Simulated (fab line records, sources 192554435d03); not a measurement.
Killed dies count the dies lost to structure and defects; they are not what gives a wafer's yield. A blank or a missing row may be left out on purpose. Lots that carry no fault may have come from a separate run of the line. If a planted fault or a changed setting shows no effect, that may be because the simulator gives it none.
fab line records	flow n5-finfet
record: lots: 9	wafers: 27	last-day: 18
route steps=1938 shown MOL_CONTACT_COAG@617 BEOL_M0_SAQP@633 BEOL_M4@1111 PASSIVATION@1936
lots that met no fault: taken from a fault-free run of the same line
start-h: hours from the record's first day to the start of the lot's first wafer shown	wait-h: hours from the lot's prior step to this one	" identical to the entry in the row above	L1.1+2: a single row standing in for several wafers	- no value, or no start was given	* or withheld: withheld	< > ~ a bound
route shown NAME@n: NAME is a module with steps in the file, n the number in the route of the first one	usual: mean/standard deviation taken from wafers without a fault	same: alike in all rows	chamber/n: place in a boat	sites: each site's reading	_std_site: their standard deviation	_edge_site: inner sites' mean taken away from outer sites' mean	radius-mm: how far each site lies from the wafer's centre	mask NAME#n: copy n	behind: the last tool/chamber to shape the wafer	hold: what put the lot on hold/how long, in hours/how the hold closed	device: names the non-switching transistor (n, p or np)	end of line: tests run on the same wafers once the route is complete	a step given without rows: its recipe and nothing more	killed: not the wafer's yield, but the dies lost to structure and defects at the first sort	map: shows each die of a wafer: x if killed, . if not, _ if none is there
set.NAME: setting as actually run; set.NAME@STEP: the setting as run at that earlier step	model.NAME: the simulator's own value behind a step, which no gauge read
a sample of lots followed through the steps of the route, with each step as a table and each wafer as a row
services: from which hour (start-h, from the record's first day; less than 0 if before it) a tool's chamber was out of use, for how many hours, and why
== steps ==
step: N5_MOL_CONTACT_COAG_ETCH_48
recipe: chemistry: C4F6/O2	target-depth-a: 150	overetch-a: 45	mask-material: SOC	target: SiOC	bias-w: 465	pressure-mtorr: 10	time-s: 17	source-w: 335	Ar_flow_sccm: 300	C4F6_flow_sccm: 10	O2_flow_sccm: 10	ion-energy-ev: 576
usual: drypump-motor-current-A: 5.8/0.47	oes-product-au: 0.68/0.079	rf-vpp-V: 1595/27	showerhead-plenum-p-Torr: 2.86/0.089	throttle-valve-pct: 40.45/0.27
lot.wafer	tool	chamber	start-h	wait-h	drypump-motor-current-A	oes-product-au	rf-hours-counter-h	rf-vpp-V	showerhead-plenum-p-Torr	throttle-valve-pct
L252.1	rie-diel-05	2	104.32	0.0	6.5	0.62	215	1567	2.94	40.70
L252.3	"	1	"	"	5.6	0.79	19	1587	2.77	40.70
L252.5	"	1	"	"	5.6	0.79	-	1586	2.78	40.71
L254.2	rie-diel-02	1	117.45	0.0	5.2	0.67	31	1589	2.88	39.90
L254.3	"	2	"	"	6.2	0.69	56	1544	2.97	40.07
L254.6	"	2	"	"	6.2	0.65	-	1545	2.97	40.07
L260.1	rie-diel-05	1	154.06	0.0	5.7	0.78	37	1587	2.77	40.73
L260.3	"	0	"	"	5.7	0.78	17	1575	2.77	40.48
L260.5	"	1	"	"	5.7	0.75	-	1586	2.77	40.72
L264.3	rie-diel-05	0	175.79	0.0	5.8	0.77	24	1574	2.77	40.48
L264.4	"	3	"	"	5.2	0.75	33	1600	3.02	40.66
L264.5	"	1	"	"	5.6	0.74	-	1584	2.76	40.73
L266.2	rie-diel-05	1	196.63	0.0	5.7	0.72	52	1586	2.76	40.72
L266.4	"	0	"	"	5.8	0.76	31	1573	2.77	40.48
L266.5	"	2	"	"	6.5	0.62	-	1565	2.93	40.74
L269.1	rie-diel-02	2	223.11	0.0	6.2	0.74	94	1544	2.96	40.13
L269.2	"	1	"	"	5.3	0.74	71	1587	2.86	39.95
L269.3	"	3	"	"	5.7	0.75	31	1642	2.89	40.47
L271.3	rie-diel-04	1	225.45	0.0	5.4	0.66	54	1608	2.87	40.30
L271.5	"	1	"	"	5.3	0.67	-	1608	2.87	40.31
L271.6	"	0	"	"	5.3	0.76	-	1637	2.78	40.05
L272.1	rie-diel-04	0	229.36	0.0	5.2	0.71	13	1638	2.78	40.04
L272.3	"	3	"	"	6.5	0.54	221	1596	2.90	40.77
L272.6	"	1	"	"	5.4	0.66	-	1607	2.87	40.30
L274.1	rie-diel-02	1	236.86	0.0	5.2	0.66	75	1587	2.86	39.95
L274.3	"	3	"	"	5.7	0.69	35	1642	2.89	40.45
L274.6	"	0	"	"	5.8	0.56	-	1635	2.70	40.32
step: N5_MOL_CONTACT_COAG_INSPECT_97
recipe: inspect-instrument: darkfield	mode: post-anneal
usual: raw-defect-count: 41/16
lot.wafer	tool	chamber	start-h	wait-h	raw-defect-count
L252.1	defect-inspect-02	-	110.49	0.0	80
L252.3	"	-	"	"	48
L252.5	"	-	"	"	48
L254.2	defect-inspect-01	-	121.64	0.0	35
L254.3	"	-	"	"	41
L254.6	"	-	"	"	22
L260.1	defect-inspect-01	-	158.46	0.0	39
L260.3	"	-	"	"	39
L260.5	"	-	"	"	33
L264.3	defect-inspect-01	-	180.31	0.1	31
L264.4	"	-	"	"	61
L264.5	"	-	"	"	39
L266.2	defect-inspect-02	-	200.73	0.0	25
L266.4	"	-	"	"	21
L266.5	"	-	"	"	59
L269.1	defect-inspect-02	-	227.19	0.0	82
L269.2	"	-	"	"	55
L269.3	"	-	"	"	43
L271.3	defect-inspect-02	-	230.23	0.1	22
L271.5	"	-	"	"	29
L271.6	"	-	"	"	27
L272.1	defect-inspect-01	-	233.44	0.0	62
L272.3	"	-	"	"	67
L272.6	"	-	"	"	43
L274.1	defect-inspect-02	-	241.39	0.0	28
L274.3	"	-	"	"	39
L274.6	"	-	"	"	47
step: N5_BEOL_M0_SAQP_ILD_DEP_01
recipe: material: SiOC	target-thk-a: 454.19	temp-c: 350	precursor: DEMS/O2	pressure-torr: 5	rf-w: 500	time-s: 8.7
usual: heater-power-w: 497/75	showerhead-plenum-p-Torr: 5.689/0.014	throttle-valve-pct: 11.9/0.58
lot.wafer	tool	chamber	start-h	wait-h	heater-power-w	showerhead-plenum-p-Torr	since-wet-clean-h	throttle-valve-pct
L252.1	pecvd-03	0	110.85	0.0	580	5.678	996	11.9
L252.3	"	2	"	"	450	5.697	242	11.0
L252.5	"	2	"	"	441	5.718	-	11.1
L254.2	pecvd-03	1	121.99	0.0	466	5.692	1732	12.0
L254.3	"	2	"	"	452	5.705	253	10.8
L254.6	"	1	"	"	458	5.672	-	11.9
L260.1	pecvd-03	1	158.82	0.0	496	5.659	1769	12.0
L260.3	"	2	"	"	470	5.719	290	10.9
L260.5	"	0	"	"	522	5.668	-	11.7
L264.3	pecvd-04	0	180.62	0.0	544	5.705	703	12.6
L264.4	"	2	"	"	368	5.700	-	11.9
L264.5	"	0	"	"	561	5.696	-	12.6
L266.2	pecvd-02	0	201.07	0.0	432	5.694	905	12.6
L266.4	"	0	"	"	416	5.677	-	12.8
L266.5	"	2	"	"	531	5.691	-	11.1
L269.1	pecvd-04	1	227.56	0.0	477	5.675	1475	12.3
L269.2	"	0	"	"	538	5.684	750	12.6
L269.3	"	1	"	"	458	5.683	-	12.0
L271.3	pecvd-03	2	230.55	0.0	468	5.698	362	11.1
L271.5	"	1	"	"	457	5.679	-	11.8
L271.6	"	2	"	"	464	5.709	-	11.2
L272.1	pecvd-03	2	233.80	0.0	465	5.688	365	11.0
L272.3	"	1	"	"	444	5.668	1844	12.1
L272.6	"	0	"	"	491	5.689	-	11.8
L274.1	pecvd-04	2	241.75	0.0	353	5.696	10	10.8
L274.3	"	0	"	"	497	5.691	764	12.6
L274.6	"	0	"	"	488	5.703	-	12.8
step: N5_BEOL_M0_SAQP_PEB_12
recipe: peb-temp-c: withheld	peb-time-s: 60	resist: CAR-ArF
lot.wafer	tool	chamber	start-h	wait-h
L252.1+3+5	litho-track-02	0	112.24	0.1
L254.2+3+6	litho-track-01	0	123.58	0.0
L260.1+3+5	litho-track-02	0	160.21	0.1
L264.3+4+5	litho-track-01	0	182.18	0.0
L266.2+4+5	litho-track-03	0	202.31	0.0
L269.1+2+3	litho-track-01	0	228.38	0.1
L271.3+5+6	litho-track-03	0	231.68	0.0
L272.1+3+6	litho-track-03	0	234.94	0.1
L274.1+3+6	litho-track-02	0	243.23	0.1
step: N5_BEOL_M0_SAQP_CD_MEAS_14
recipe: target-cd-nm: 42.5	landing-energy-ev: 500	detector: se-inlens
usual: cd-nm: 42.5/0.41
lot.wafer	tool	chamber	start-h	wait-h	cd-nm
L252.1	cd-sem-01	0	112.31	-	42.5
L252.3	"	0	"	"	42.0
L252.5	"	0	"	"	42.1
L254.2	cd-sem-01	0	123.65	-	42.1
L254.3	"	0	"	"	42.5
L254.6	"	0	"	"	42.5
L260.1	cd-sem-01	0	160.28	-	42.6
L260.3	"	0	"	"	42.8
L260.5	"	0	"	"	38.6
L264.3	cd-sem-03	0	182.25	-	42.7
L264.4	"	0	"	"	43.2
L264.5	"	0	"	"	43.0
L266.2	cd-sem-01	0	202.38	-	42.4
L266.4	"	0	"	"	42.8
L266.5	"	0	"	"	42.7
L269.1	cd-sem-02	0	228.44	-	43.1
L269.2	"	0	"	"	42.3
L269.3	"	0	"	"	41.8
L271.3	cd-sem-02	0	231.75	-	43.0
L271.5	"	0	"	"	42.9
L271.6	"	0	"	"	43.3
L272.1	cd-sem-03	0	235.00	-	42.3
L272.3	"	0	"	"	42.3
L272.6	"	0	"	"	43.2
L274.1	cd-sem-03	0	243.30	-	42.4
L274.3	"	0	"	"	41.6
L274.6	"	0	"	"	42.6
step: N5_BEOL_M4_RC_MEAS_101
usual: DIBL_N: 36.2/1.6	DIBL_P: 36.5/1.9	IOFF_N: 0.158/0.027	IOFF_P: 0.21/0.038	ION_N: 675/12	ION_P: 464/8.9	SS_N: 71.5/0.61	SS_P: 73.4/0.59	VT_N: 250.4/3	VT_P: -250/3.6
lot.wafer	tool	chamber	start-h	wait-h	DIBL_N[mV/V]	DIBL_P[mV/V]	IOFF_N[nA/um]	IOFF_P[nA/um]	ION_N[uA/um]	ION_P[uA/um]	SS_N[mV/dec]	SS_P[mV/dec]	VT_N[mV]	VT_P[mV]
L252.1	prober-01	0	164.40	0.0	37.7	38.5	0.175	0.26	683	474	72.3	74.0	251.0	-247
L252.3	"	0	"	"	36.3	36.5	0.146	0.22	676	472	71.1	73.0	251.9	-250
L252.5	"	0	"	"	38.5	39.0	0.194	0.27	683	468	72.0	74.1	247.4	-245
L254.2	prober-01	0	185.63	0.2	36.9	36.6	0.154	0.22	666	461	72.4	73.5	254.4	-251
L254.3	"	0	"	"	38.4	37.3	0.171	0.22	669	461	71.9	74.1	251.4	-252
L254.6	"	0	"	"	36.7	35.5	0.148	0.20	670	458	71.7	72.9	253.9	-252
L260.1	prober-02	0	218.98	0.0	37.6	38.5	0.184	0.24	698	475	72.1	73.9	245.7	-249
L260.3	"	0	"	"	35.8	37.4	0.158	0.22	686	467	71.1	73.5	250.7	-249
L260.5	"	0	"	"	35.6	37.4	0.165	0.22	696	477	71.1	73.4	247.4	-248
L264.3	prober-02	0	249.91	0.3	36.5	35.8	0.149	0.23	669	466	72.0	73.0	250.0	-248
L264.4	"	0	"	"	35.6	35.8	0.133	0.24	668	473	71.4	73.2	252.2	-245
L264.5	"	0	"	"	36.6	36.3	0.158	0.24	687	477	71.9	73.9	248.9	-247
L266.2	prober-02	0	275.25	0.2	37.1	37.4	0.173	0.23	671	463	72.1	73.3	249.0	-249
L266.4	"	0	"	"	38.5	39.3	0.206	0.26	692	472	72.1	73.4	246.0	-246
L266.5	"	0	"	"	34.4	34.7	0.120	0.17	666	460	70.2	72.3	255.4	-254
L269.1	prober-01	0	281.24	0.0	35.9	35.2	0.144	0.20	699	475	71.7	73.5	248.9	-250
L269.2	"	0	"	"	37.0	37.2	0.162	0.23	691	467	71.6	74.1	248.4	-251
L269.3	"	0	"	"	38.6	40.1	0.212	0.30	705	488	72.1	74.0	245.7	-242
L272.1	prober-02	0	302.58	0.0	35.7	35.7	0.158	0.18	677	459	71.2	72.7	248.8	-254
L272.3	"	0	"	"	36.8	38.1	0.175	0.23	666	457	71.6	73.8	247.5	-250
L272.6	"	0	"	"	35.6	36.5	0.165	0.20	677	468	71.4	72.8	248.2	-251
L271.3	prober-02	0	307.86	0.3	38.4	36.8	0.179	0.26	673	468	72.1	73.3	249.6	-247
L271.5	"	0	"	"	37.6	36.5	0.163	0.25	666	467	72.0	74.1	249.4	-247
L271.6	"	0	"	"	37.1	35.7	0.161	0.22	658	457	72.8	73.2	253.0	-247
L274.1	prober-01	0	313.01	0.0	38.4	38.9	0.223	0.30	690	478	73.0	74.6	246.9	-245
L274.3	"	0	"	"	36.2	36.3	0.157	0.23	666	461	71.9	73.7	252.2	-248
L274.6	"	0	"	"	36.0	35.3	0.158	0.21	675	461	71.6	72.9	252.8	-252
step: N5_PASSIVATION_PROBE_49
usual: defect-limited-yield: 91.3/1.7	killed_at_M0_to_M3: 33/11	killed_at_M4_up: 14/5.5	killed-at-contacts: 13/6.5	killed-at-front-end: 39/13	killed-at-other: 3.4/2.9	killed-dies: 103/20	killed-open: 69/15	killed-short: 32/8.1	sort_bin_5_function: 5.1/1.1	sort_bin_6_memory: 3.3/0.74	sort_bin_8_speed: 0.00/0.014	sort-n-pass: 1077/20	sort-yield-pct: 91.3/1.7
same: gross-dies: 1180	killed-at-back-side: 0	sort_bin_4_leakage[%]: 0
lot.wafer	tool	chamber	start-h	wait-h	defect-limited-yield[%]	killed_at_M0_to_M3	killed_at_M4_up	killed-at-contacts	killed-at-front-end	killed-at-other	killed-dies	killed-open	killed-short	sort_bin_5_function[%]	sort_bin_6_memory[%]	sort_bin_8_speed[%]	sort-n-pass	sort-yield-pct[%]
L260.1	prober-02	-	336.34	0.0	90.3	35	8	26	43	3	115	84	31	6.4	3.0	0	1065	90.3
L260.5	prober-02	-	336.54	0.2	92.8	31	10	17	26	1	85	59	24	4.2	2.7	0	1095	92.8
killed by level:class
L260.1 MOL_CONTACT_COAG:geometric-particle:open=25 FIN_SAQP:geometric-particle:open=8 STI_FIN_REVEAL:geometric-particle:open=8 BEOL_M0_SAQP:geometric-particle:open=8 BEOL_M0_SAQP:geometric-particle:short=8 FIN_SAQP:geometric-particle:short=7 DUMMY_GATE:geometric-particle:open=7 SPACER0:geometric-particle:short=6
L260.5 MOL_CONTACT_COAG:geometric-particle:open=12 BEOL_M0_SAQP:geometric-particle:open=10 BEOL_M0_SAQP:geometric-particle:short=9 FIN_SAQP:geometric-particle:open=7 MOL_CONTACT_COAG:geometric-particle:short=5 BEOL_M4:geometric-particle:short=4 DUMMY_GATE:geometric-particle:open=4 BEOL_M1:geometric-particle:open=4
== services ==
tool	chamber	start-h	hours	kind
rie-diel-05	0	81.23	-	clean
rie-diel-05	0	81.23	-	consumable-replace:focus-ring
rie-diel-05	0	81.23	18.0	scheduled-down
rie-diel-05	0	81.23	18.0	vent-cycle
litho-track-03	-	82.54	-	consumable-replace:filter
rie-diel-02	-	93.56	0.3	repair
pecvd-03	-	114.44	1.2	repair
pecvd-03	2	126.61	6.8	repair
pecvd-04	-	131.68	1.8	repair
pecvd-04	1	140.31	36.2	repair
pecvd-04	-	141.20	28.1	pm
pecvd-03	1	161.29	2.1	scheduled-down
rie-diel-04	2	165.46	6.9	repair
pecvd-04	-	179.66	0.3	repair
pecvd-04	-	187.21	3.8	repair
rie-diel-05	2	206.62	-	clean
rie-diel-05	2	206.62	-	consumable-replace:focus-ring
rie-diel-05	2	206.62	23.4	scheduled-down
rie-diel-05	2	206.62	23.4	vent-cycle
rie-diel-04	0	212.51	4.9	repair
rie-diel-04	2	214.43	1.4	repair
pecvd-02	-	216.91	14.6	pm
pecvd-02	2	233.53	18.2	repair
pecvd-04	2	233.59	5.8	repair
== key ==
first-sign: step: N5_BEOL_M0_SAQP_CD_MEAS_14	reading: cd-nm	direction: down	sigmas: 9.7	usual: 42.5	struck: 38.6
effect none on later readings
met-at N5_BEOL_M0_SAQP_PEB_12
struck-lots L260
struck-wafers L260.5
not-acting-at N5_MOL_CONTACT_COAG_ETCH_48,N5_MOL_CONTACT_COAG_INSPECT_97,N5_BEOL_M0_SAQP_ILD_DEP_01
onset-between 112.24 160.21
fault: kind: process-parameter-drift	tool: litho-track-02	chamber: -	onset-h: 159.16	steps: N5_BEOL_M0_SAQP_PEB_12	channel: peb-time-s	offset: *	shape: step	end-h: 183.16	scope: struck-wafers-only	acts-in: *	stated: *
